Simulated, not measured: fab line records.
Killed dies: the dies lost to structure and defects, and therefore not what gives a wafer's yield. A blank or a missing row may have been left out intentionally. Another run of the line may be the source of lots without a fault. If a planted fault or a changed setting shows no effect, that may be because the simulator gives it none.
fab line records -- flow n5_finfet
record: lots: 10, wafers: 29, last_day: 18
route steps=1938 shown BEOL_M5@1182 BEOL_M6@1198 PASSIVATION@1936
lots that met no fault: taken from a fault-free run of the same line
start_h: start of the lot's first displayed wafer, in hours after the record's first day -- wait_h: hours from the lot's prior step to this one -- " same as the row above -- L1.1+2: one row covering several wafers at once -- - no value, or no start was given -- * or withheld: withheld -- < > ~ a bound
route shown NAME@n: NAME is a module with steps in the file, n the number in the route of the first one -- usual: mean/standard deviation of fault-free wafers -- same: alike in all rows -- chamber/n: place in a boat -- sites: each site's reading -- _std_site: how widely they spread, as a standard deviation -- _edge_site: the outer-site mean with the inner-site mean subtracted -- radius_mm: how far each site lies from the wafer's centre -- mask NAME#n: copy n -- behind: the last tool/chamber to shape the wafer -- hold: cause of the lot's hold/its duration in hours/its outcome -- device: which transistor (n, p or np) failed to switch -- end of line: the same wafers' tests at the end of the route -- for a step that has no rows: nothing shown but its recipe -- killed: at the first sort, the dies lost to defects and structure; wafer yield is something else -- map: a wafer's dies, marking killed ones x, the rest . and places with no die _
set.NAME: the setting the step ran with; set.NAME@STEP: the setting that earlier step ran with -- model.NAME: the simulator's own value behind a step, which no gauge read
route steps across a sampled set of lots; one table per step, one row per wafer
services: the hour from which a tool's chamber was out of use, counted from the record's first day as start_h (under 0 if before that day), plus the number of hours and why
== steps ==
step: N5_BEOL_M5_ANNEAL_89
recipe: temp_c: 400, time_s: 1800, ambient: vacuum
usual: heater_power_w: 821/100
lot.wafer,tool,chamber,start_h,wait_h,heater_power_w
L187.1,pvd_sputter-01,-,206.76,0.0,909
L187.3,pvd_sputter-01,-,206.76,0.0,787
L187.6,pvd_sputter-01,-,206.76,0.0,739
L191.1,pvd_sputter-03,-,227.67,0.0,864
L191.4,pvd_sputter-03,-,227.67,0.0,711
L191.5,pvd_sputter-03,-,227.67,0.0,736
L193.1,pvd_sputter-03,-,234.88,0.0,755
L193.5,pvd_sputter-03,-,234.88,0.0,872
L193.6,pvd_sputter-03,-,234.88,0.0,689
L192.1,pvd_sputter-02,-,236.97,0.0,750
L192.3,pvd_sputter-02,-,236.97,0.0,728
L192.5,pvd_sputter-02,-,236.97,0.0,728
L194.2,pvd_sputter-03,-,244.53,0.0,708
L194.3,pvd_sputter-03,-,244.53,0.0,965
L194.5,pvd_sputter-03,-,244.53,0.0,697
L199.1,pvd_sputter-02,-,271.78,0.0,778
L199.5,pvd_sputter-02,-,271.78,0.0,718
L199.6,pvd_sputter-02,-,271.78,0.0,1069
L200.1,pvd_sputter-01,-,288.89,0.0,817
L200.3,pvd_sputter-01,-,288.89,0.0,778
L200.5,pvd_sputter-01,-,288.89,0.0,819
L205.2,pvd_sputter-02,-,322.72,0.0,764
L205.4,pvd_sputter-02,-,322.72,0.0,774
L205.6,pvd_sputter-02,-,322.72,0.0,730
L206.5,pvd_sputter-01,-,322.93,0.5,767
L206.6,pvd_sputter-01,-,322.93,0.5,907
L207.1,pvd_sputter-01,-,332.34,0.0,750
L207.2,pvd_sputter-01,-,332.34,0.0,798
L207.3,pvd_sputter-01,-,332.34,0.0,930
step: N5_BEOL_M5_SPUTTER_90
recipe: material: Cu, target_thk_a: 45, temp_c: -20, chamber_pressure_pa: 0.07, power_w: withheld, time_s: 8.29
usual: throttle_valve_pct: 30.4/1.3
lot.wafer,tool,chamber,start_h,wait_h,throttle_valve_pct
L187.1,pvd_sputter-01,-,207.76,0.5,31.4
L187.3,pvd_sputter-01,-,207.76,0.5,31.9
L187.6,pvd_sputter-01,-,207.76,0.5,28.7
L191.1,pvd_sputter-03,-,228.68,0.5,32.3
L191.4,pvd_sputter-03,-,228.68,0.5,31.4
L191.5,pvd_sputter-03,-,228.68,0.5,28.7
L193.1,pvd_sputter-03,-,235.88,0.5,28.4
L193.5,pvd_sputter-03,-,235.88,0.5,31.9
L193.6,pvd_sputter-03,-,235.88,0.5,31.4
L192.1,pvd_sputter-02,-,237.97,0.5,29.1
L192.3,pvd_sputter-02,-,237.97,0.5,31.1
L192.5,pvd_sputter-02,-,237.97,0.5,30.5
L194.2,pvd_sputter-03,-,245.54,0.5,31.5
L194.3,pvd_sputter-03,-,245.54,0.5,28.9
L194.5,pvd_sputter-03,-,245.54,0.5,31.4
L199.1,pvd_sputter-02,-,272.79,0.5,30.1
L199.5,pvd_sputter-02,-,272.79,0.5,30.8
L199.6,pvd_sputter-02,-,272.79,0.5,30.9
L200.1,pvd_sputter-01,-,289.89,0.5,32.1
L200.3,pvd_sputter-01,-,289.89,0.5,28.4
L200.5,pvd_sputter-01,-,289.89,0.5,30.1
L206.5,pvd_sputter-01,-,323.47,0.0,28.5
L206.6,pvd_sputter-01,-,323.47,0.0,31.1
L205.2,pvd_sputter-02,-,323.73,0.5,29.0
L205.4,pvd_sputter-02,-,323.73,0.5,30.1
L205.6,pvd_sputter-02,-,323.73,0.5,30.8
L207.1,pvd_sputter-01,-,333.35,0.5,28.3
L207.2,pvd_sputter-01,-,333.35,0.5,31.8
L207.3,pvd_sputter-01,-,333.35,0.5,31.8
step: N5_BEOL_M6_HM_DEP_02
recipe: material: TiN, target_thk_a: 200, temp_c: 25, chamber_pressure_pa: 0.49996
usual: throttle_valve_pct: 30.4/1.4
lot.wafer,tool,chamber,start_h,wait_h,throttle_valve_pct
L187.1,pvd_sputter-02,-,212.46,1.9,28.8
L187.3,pvd_sputter-02,-,212.46,1.9,30.3
L187.6,pvd_sputter-02,-,212.46,1.9,29.1
L191.1,pvd_sputter-01,-,232.42,1.5,30.1
L191.4,pvd_sputter-01,-,232.42,1.5,31.3
L191.5,pvd_sputter-01,-,232.42,1.5,28.7
L193.1,pvd_sputter-03,-,238.42,0.1,28.9
L193.5,pvd_sputter-03,-,238.42,0.1,28.4
L193.6,pvd_sputter-03,-,238.42,0.1,32.2
L192.1,pvd_sputter-01,-,240.91,0.7,31.4
L192.3,pvd_sputter-01,-,240.91,0.7,32.0
L192.5,pvd_sputter-01,-,240.91,0.7,28.4
L194.2,pvd_sputter-03,-,248.46,1.1,28.8
L194.3,pvd_sputter-03,-,248.46,1.1,28.4
L194.5,pvd_sputter-03,-,248.46,1.1,32.3
L199.1,pvd_sputter-01,-,277.13,2.1,30.1
L199.5,pvd_sputter-01,-,277.13,2.1,31.8
L199.6,pvd_sputter-01,-,277.13,2.1,31.3
L200.1,pvd_sputter-01,-,292.47,0.8,28.7
L200.3,pvd_sputter-01,-,292.47,0.8,31.9
L200.5,pvd_sputter-01,-,292.47,0.8,32.1
L206.5,pvd_sputter-02,-,327.20,1.5,30.2
L206.6,pvd_sputter-02,-,327.20,1.5,30.8
L205.2,pvd_sputter-03,-,327.46,1.4,28.7
L205.4,pvd_sputter-03,-,327.46,1.4,28.4
L205.6,pvd_sputter-03,-,327.46,1.4,29.0
L207.1,pvd_sputter-02,-,336.86,1.2,28.8
L207.2,pvd_sputter-02,-,336.86,1.2,30.4
L207.3,pvd_sputter-02,-,336.86,1.2,30.9
step: N5_BEOL_M6_ETCH_61
recipe: chemistry: CF4, target: SiARC, target_depth_a: 455, mask_material: CAR-ArF, time_s: 75.8, ion_energy_ev: 80, pressure_mtorr: 40, source_w: 545, bias_w: 36, Ar_flow_sccm: 100, cf4_flow_sccm: 100, ends: cleared
usual: drypump_motor_current_A: 5.8/0.52, etch_rf_on_time_s: 75.1/2.1, mfc_ar_sccm: 100.1/0.3, oes_product_au: 0.70/0.08, rf_vpp_V: 184.7/1.2, showerhead_plenum_p_Torr: 2.19/0.066, throttle_valve_pct: 15.50/0.2
lot.wafer,tool,chamber,start_h,wait_h,drypump_motor_current_A,etch_rf_on_time_s,mfc_ar_sccm,oes_product_au,rf_hours_counter_h,rf_vpp_V,showerhead_plenum_p_Torr,throttle_valve_pct
L187.1,rie_diel-01,2,212.96,0.0,5.2,71.9,99.9,0.73,68,184.7,2.26,15.42
L187.3,rie_diel-01,1,212.96,0.0,5.7,74.9,100.2,0.57,260,180.6,2.04,15.67
L187.6,rie_diel-01,2,212.96,0.0,5.2,72.3,100.1,0.73,-,185.7,2.26,15.41
L191.1,rie_diel-01,0,233.63,0.0,6.4,77.0,99.7,0.64,136,184.5,2.22,15.50
L191.4,rie_diel-01,2,233.63,0.0,5.2,72.5,99.9,0.71,78,185.8,2.26,15.45
L191.5,rie_diel-01,0,233.63,0.0,6.4,76.6,100.0,0.63,-,185.1,2.22,15.50
L193.1,rie_diel-03,0,239.69,0.0,5.2,76.4,100.1,0.73,53,184.2,2.16,15.32
L193.5,rie_diel-03,2,239.69,0.0,5.0,74.1,100.4,0.68,-,184.5,2.17,15.84
L193.6,rie_diel-03,3,239.69,0.0,5.9,73.8,100.1,0.68,-,183.6,2.06,15.63
L192.1,rie_diel-01,2,241.75,0.0,5.2,72.7,99.6,0.71,82,185.2,2.26,15.46
L192.3,rie_diel-01,1,241.75,0.0,5.8,72.5,99.8,0.85,5,185.6,2.30,15.20
L192.5,rie_diel-01,2,241.75,0.0,5.2,72.4,99.7,0.72,-,183.5,2.26,15.45
L194.2,rie_diel-03,3,249.73,0.0,5.9,74.0,99.7,0.67,127,183.8,2.06,15.65
L194.3,rie_diel-03,1,249.73,0.0,5.5,72.6,100.0,0.61,208,184.6,2.20,15.72
L194.5,rie_diel-03,1,249.73,0.0,5.5,72.7,100.1,0.61,-,185.3,2.20,15.74
L199.1,rie_diel-03,2,277.75,0.0,5.0,74.7,100.3,0.67,111,184.8,2.16,15.89
L199.5,rie_diel-03,2,277.75,0.0,5.0,73.1,100.0,0.68,-,186.8,2.16,15.88
L199.6,rie_diel-03,1,277.75,0.0,5.5,72.7,100.3,0.60,-,185.0,2.20,15.75
L200.1,rie_diel-01,0,293.15,0.0,6.3,77.9,99.9,0.62,162,184.8,2.22,15.54
L200.3,rie_diel-01,2,293.15,0.0,5.2,73.6,99.7,0.69,104,186.9,2.25,15.48
L200.5,rie_diel-01,1,293.15,0.0,5.8,74.3,100.2,0.79,-,186.2,2.29,15.23
L206.5,rie_diel-06,2,327.90,0.0,6.3,73.4,100.1,0.78,-,183.3,2.09,15.31
L206.6,rie_diel-06,0,327.90,0.0,5.7,77.8,100.5,0.80,-,185.2,2.20,15.27
L205.2,rie_diel-06,3,328.52,0.0,5.4,77.7,99.5,0.73,48,184.5,2.26,15.48
L205.4,rie_diel-06,2,328.52,0.0,6.3,73.5,99.9,0.78,-,183.6,2.09,15.30
L205.6,rie_diel-06,0,328.52,0.0,5.7,77.4,100.1,0.80,-,183.9,2.20,15.28
L207.1,rie_diel-03,1,337.52,0.0,5.5,72.5,100.6,0.59,241,186.0,2.19,15.79
L207.2,rie_diel-03,0,337.52,0.0,5.2,77.7,100.4,0.69,87,185.0,2.15,15.40
L207.3,rie_diel-03,3,337.52,0.0,6.0,74.2,100.7,0.65,161,183.6,2.05,15.71
step: N5_BEOL_M6_INSPECT_30
recipe: mode: adi, inspect_instrument: brightfield
usual: raw_defect_count: 439/84
lot.wafer,tool,chamber,start_h,wait_h,raw_defect_count
L187.1,defect_inspect-02,-,216.55,0.1,364
L187.3,defect_inspect-02,-,216.55,0.1,366
L187.6,defect_inspect-02,-,216.55,0.1,471
L191.1,defect_inspect-01,-,236.10,0.1,411
L191.4,defect_inspect-01,-,236.10,0.1,489
L191.5,defect_inspect-01,-,236.10,0.1,342
L193.1,defect_inspect-01,-,240.66,0.1,571
L193.5,defect_inspect-01,-,240.66,0.1,535
L193.6,defect_inspect-01,-,240.66,0.1,514
L192.1,defect_inspect-01,-,244.61,0.1,480
L192.3,defect_inspect-01,-,244.61,0.1,551
L192.5,defect_inspect-01,-,244.61,0.1,407
L194.2,defect_inspect-02,-,251.05,0.0,531
L194.3,defect_inspect-02,-,251.05,0.0,317
L194.5,defect_inspect-02,-,251.05,0.0,578
L199.1,defect_inspect-02,-,279.10,0.1,417
L199.5,defect_inspect-02,-,279.10,0.1,467
L199.6,defect_inspect-02,-,279.10,0.1,523
L200.1,defect_inspect-01,-,294.35,0.1,345
L200.3,defect_inspect-01,-,294.35,0.1,300
L200.5,defect_inspect-01,-,294.35,0.1,1361
L206.5,defect_inspect-01,-,332.09,0.0,374
L206.6,defect_inspect-01,-,332.09,0.0,305
L205.2,defect_inspect-02,-,332.29,0.0,549
L205.4,defect_inspect-02,-,332.29,0.0,280
L205.6,defect_inspect-02,-,332.29,0.0,416
L207.1,defect_inspect-02,-,340.84,0.1,471
L207.2,defect_inspect-02,-,340.84,0.1,556
L207.3,defect_inspect-02,-,340.84,0.1,369
step: N5_PASSIVATION_PROBE_49
usual: defect_limited_yield: 91.4/1.5, killed_at_M0_to_M3: 34/10, killed_at_M4_up: 15/6, killed_at_contacts: 12/6, killed_at_front_end: 37/11, killed_at_other: 3.3/2.8, killed_dies: 101/18, killed_on_rim: 14/4.4, killed_open: 66/14, killed_short: 33/7.8, sort_bin_5_function: 5.0/0.97, sort_bin_6_memory: 3.2/0.72, sort_n_pass: 1079/18, sort_yield_pct: 91.4/1.5
same: gross_dies: 1180, killed_at_back_side: 0, sort_bin_4_leakage[%]: 0, sort_bin_8_speed[%]: 0
lot.wafer,tool,chamber,start_h,wait_h,defect_limited_yield[%],killed_at_M0_to_M3,killed_at_M4_up,killed_at_contacts,killed_at_front_end,killed_at_other,killed_dies,killed_on_rim,killed_open,killed_short,sort_bin_5_function[%],sort_bin_6_memory[%],sort_n_pass,sort_yield_pct[%]
L200.1,prober-01,-,385.66,0.0,93.6,22,11,6,33,4,76,14,52,20,3.6,2.3,1104,93.6
L200.3,prober-01,-,385.76,0.1,93.9,19,13,12,26,2,72,4,47,25,3.0,3.1,1108,93.9
L200.5,prober-01,-,385.86,0.2,81.1,21,148,8,44,2,223,8,62,21,11.9,3.6,957,81.1
killed by level:class
L200.1 FIN_SAQP:geometric_particle:open=6 BEOL_M0_SAQP:geometric_particle:open=6 BEOL_M0_SAQP:geometric_particle:short=6 STI_FIN_REVEAL:geometric_particle:open=5 DUMMY_GATE:geometric_particle:open=5 MOL_CONTACT_COAG:geometric_particle:open=4 BEOL_M2:geometric_particle:open=4 HKMG_FIN:area_etch=4
L200.3 MOL_CONTACT_COAG:geometric_particle:open=8 STI_FIN_REVEAL:geometric_particle:open=7 BEOL_M0_SAQP:geometric_particle:open=6 FIN_SAQP:geometric_particle:short=5 FIN_SAQP:geometric_particle:open=4 MOL_CONTACT_COAG:geometric_particle:short=4 STI_FIN_REVEAL:geometric_particle:short=3 BEOL_M0:geometric_particle:open=3
L200.5 BEOL_M6:unspecified=137 STI_FIN_REVEAL:geometric_particle:open=19 MOL_CONTACT_COAG:geometric_particle:open=7 BEOL_M0_SAQP:geometric_particle:short=7 FIN_SAQP:geometric_particle:open=6 BEOL_M3:geometric_particle:open=5 BEOL_M0_SAQP:geometric_particle:open=4 STI_FIN_REVEAL:geometric_particle:short=3
== services ==
tool,chamber,start_h,hours,kind
rie_diel-06,-,183.10,0.2,repair
rie_diel-03,3,184.82,4.3,repair
rie_diel-01,3,188.14,-,clean
rie_diel-01,3,188.14,-,consumable_replace:focus_ring
rie_diel-01,3,188.14,25.6,scheduled_down
rie_diel-01,3,188.14,25.6,vent_cycle
rie_diel-06,2,200.19,-,clean
rie_diel-06,2,200.19,-,consumable_replace:focus_ring
rie_diel-06,2,200.19,17.7,scheduled_down
rie_diel-01,1,213.94,-,clean
rie_diel-01,1,213.94,-,consumable_replace:focus_ring
rie_diel-01,1,213.94,-,consumable_replace:showerhead
rie_diel-01,1,213.94,18.5,scheduled_down
rie_diel-01,1,213.94,18.5,vent_cycle
rie_diel-06,-,233.19,15.6,pm
rie_diel-06,3,251.02,9.4,repair
rie_diel-03,3,259.60,4.2,repair
rie_diel-06,0,263.94,4.2,repair
rie_diel-06,-,277.23,4.3,pm
rie_diel-01,0,287.50,1.8,repair
rie_diel-03,0,303.24,7.5,repair
rie_diel-06,2,309.91,2.8,repair
rie_diel-03,1,321.25,4.6,repair
pvd_sputter-03,-,332.92,11.1,repair
== key ==
first_sign: step: N5_BEOL_M6_INSPECT_30, reading: raw_defect_count, direction: up, sigmas: 11, usual: 439, struck: 1361
effect: step: N5_PASSIVATION_PROBE_49, reading: killed_at_M4_up, direction: up, sigmas: 22, usual: 15, struck: 148
more_kills_born_at: N5_BEOL_M6_ETCH_61@rie_diel-01: 137
met_at N5_BEOL_M6_ETCH_61
struck_lots L200
struck_wafers L200.5
not_acting_at N5_BEOL_M5_ANNEAL_89,N5_BEOL_M5_SPUTTER_90,N5_BEOL_M6_HM_DEP_02
onset_between 241.75 293.15
fault: kind: chamber_particle_source, tool: rie_diel-01, chamber: 1, onset_h: 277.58, steps: N5_BEOL_M6_ETCH_61, rate_per_visit_cm2: 1.4615, end_h: 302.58
